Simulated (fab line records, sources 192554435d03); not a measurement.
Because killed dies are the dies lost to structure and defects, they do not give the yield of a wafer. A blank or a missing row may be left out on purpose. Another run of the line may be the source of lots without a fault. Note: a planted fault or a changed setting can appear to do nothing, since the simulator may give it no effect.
Split-lot trial	flow n5Finfet	on a route of 1938 steps: 7 lots, 21 wafers read

== ON THE SPLIT ==
At N5_BEOL_M0_SAQP_PECVD_96 (deposits a-Si from SiH4/He, target thk 45 nm, time 45.2 s), the setting timeS was moved away from the recipe's 45.2 s on 9 of the 21 wafers read, by -12.5% to +13.6%. This setting was run at the recipe's value on the other wafers.

== FROM THE SPLIT TO THE READING: what the file shows between them, 6 steps ==
- N5_BEOL_M0_SAQP_PECVD_97: deposits SiNx from SiH4/NH3/N2, target thk 23 nm, time 19.9 s
- N5_BEOL_M0_SAQP_PECVD_04: deposits a-Si from SiH4/He, target thk 60 nm, time 60.2 s
- N5_BEOL_M0_SAQP_ETCH_101: etches SiNx in CH3F/O2, target depth 29.9 nm, time 42.7 s
- N5_BEOL_M0_SAQP_ETCH_102: etches SiO2 in CF4, target depth 4 nm, time 4.4 s
- N5_BEOL_M0_SAQP_MANDREL_ETCH_103: etches a-Si in HBr/Cl2, stops on SiCN, target depth 45 nm, bt time 10 s, time 27 s
- N5_BEOL_M0_SAQP_ETCH_106: etches SOC in N2/H2, stops on SiNx, target depth 150 nm (also split here: targetDepthA)

== THE READING ==
a-Si_of_BEOL_M0_SAQP_PECVD_96.thkNm (the simulator's own value, which no gauge read), in nm, at N5_BEOL_M0_SAQP_ETCH_107 (etches SiNx in CH3F/O2, target depth 30 nm). No usual value for it is given in the file. The 12 wafers here that ran the recipe average 44.7 nm, standard deviation 0.65 nm.

wafer	tool, chamber at the split	timeS as run, s	against the recipe	a-Si_of_BEOL_M0_SAQP_PECVD_96.thkNm, nm	against lot-mates on the recipe
L074.2	pecvd-03, 0	39.55	-12.5%	39	-5.2
L074.3	pecvd-03, 2	39.55	-12.5%	39.4	-4.8
L074.4	pecvd-03, 1	45.2	recipe	44.2	-
L085.2	pecvd-01, 2	45.2	recipe	44.4	-
L085.3	pecvd-01, 1	51.35	+13.6%	49.2	+4.8
L085.4	pecvd-01, 2	51.35	+13.6%	51.4	+7.0
L086.1	pecvd-03, 2	45.2	recipe	44.8	-
L086.4	pecvd-03, 1	41.73	-7.7%	40.4	-4.4
L086.6	pecvd-03, 2	41.73	-7.7%	41.2	-3.6
L088.3	pecvd-01, 2	45.2	recipe	44.4	-
L088.4	pecvd-01, 1	48.04	+6.3%	46.2	+1.2
L088.5	pecvd-01, 0	45.2	recipe	45.6	-
L091.1	pecvd-02, 2	45.2	recipe	44.8	-
L091.4	pecvd-02, 0	45.2	recipe	44.2	-
L091.5	pecvd-02, 2	45.2	recipe	45.6	-
L092.3	pecvd-02, 0	45.2	recipe	44	-
L092.5	pecvd-02, 0	45.2	recipe	44.6	-
L092.6	pecvd-02, 2	45.2	recipe	46	-
L095.2	pecvd-02, 2	43.42	-3.9%	43.2	-0.8
L095.3	pecvd-02, 0	45.2	recipe	44	-
L095.5	pecvd-02, 0	43.42	-3.9%	43.4	-0.6

FIT RESULTS
A straight line over all 21 wafers: a-Si_of_BEOL_M0_SAQP_PECVD_96.thkNm changes by +0.423 nm for each +1% of timeS; r = +0.97; the points scatter about the line by 0.73 nm.
The same after taking each lot's own level away (the mean of its wafers on the recipe; 21 wafers): +0.413 nm for each +1%; r = +0.96; scatter 0.79 nm.
That fit puts the effect of the largest move of timeS on the reading at 5.6 nm.
The lots' own levels span 44.00 to 45.00 nm, that is 1.5 times the standard deviation above.
Hence the lot-to-lot level has little effect on the slope; both slopes agree.
Check: +5.93 nm against its lot-mates is what the line predicts for one of the wafers moved furthest among these (+13.6%) when that wafer is left out of the fit. Against them it came out at +4.8 nm.

== THE OTHER SPLITS THESE WAFERS WENT THROUGH ==
Note: prior to the reading, these wafers also went through further splits. Each is held against what the fit with the lots' levels taken away leaves over:
other split on the same wafers	wafers away from the commonest value	r with a-Si_of_BEOL_M0_SAQP_PECVD_96.thkNm (lot level and that fit taken away)
N5_MOL_CONTACT_COAG_ETCH_110 biasW	6	-0.13
N5_MOL_CONTACT_COAG_VIA_ETCH_46 biasW	7	+0.39
N5_MOL_CONTACT_COAG_CVD_140 targetThkA	6	+0.11
N5_BEOL_M0_SAQP_ETCH_106 targetDepthA	7	+0.01

== THE WHOLE CHAIN: every reading that the file lists as answering this split, in the file's order ==
step	what it does	reading	change (the file's fit)	r (the file's)
N5_BEOL_M0_SAQP_PECVD_96	deposits a-Si from SiH4/He, target thk 45 nm, time 45.2 s	a-Si_of_BEOL_M0_SAQP_PECVD_96.thkNm (the simulator's own value, which no gauge read)	+0.407 nm for each +1% of the setting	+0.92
N5_BEOL_M0_SAQP_MANDREL_ETCH_103	etches a-Si in HBr/Cl2, stops on SiCN, target depth 45 nm, bt time 10 s, time 27 s	etch.depthNm (the simulator's own value, which no gauge read)	+0.405 nm for each +1% of the setting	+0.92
N5_BEOL_M0_SAQP_ETCH_107	etches SiNx in CH3F/O2, target depth 30 nm	a-Si_of_BEOL_M0_SAQP_PECVD_96.thkNm (the simulator's own value, which no gauge read)	+0.404 nm for each +1% of the setting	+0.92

== THE FILE'S OWN FIT ==
a-Si_of_BEOL_M0_SAQP_PECVD_96.thkNm changes by +0.404 nm for each +1% of timeS, r = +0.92.
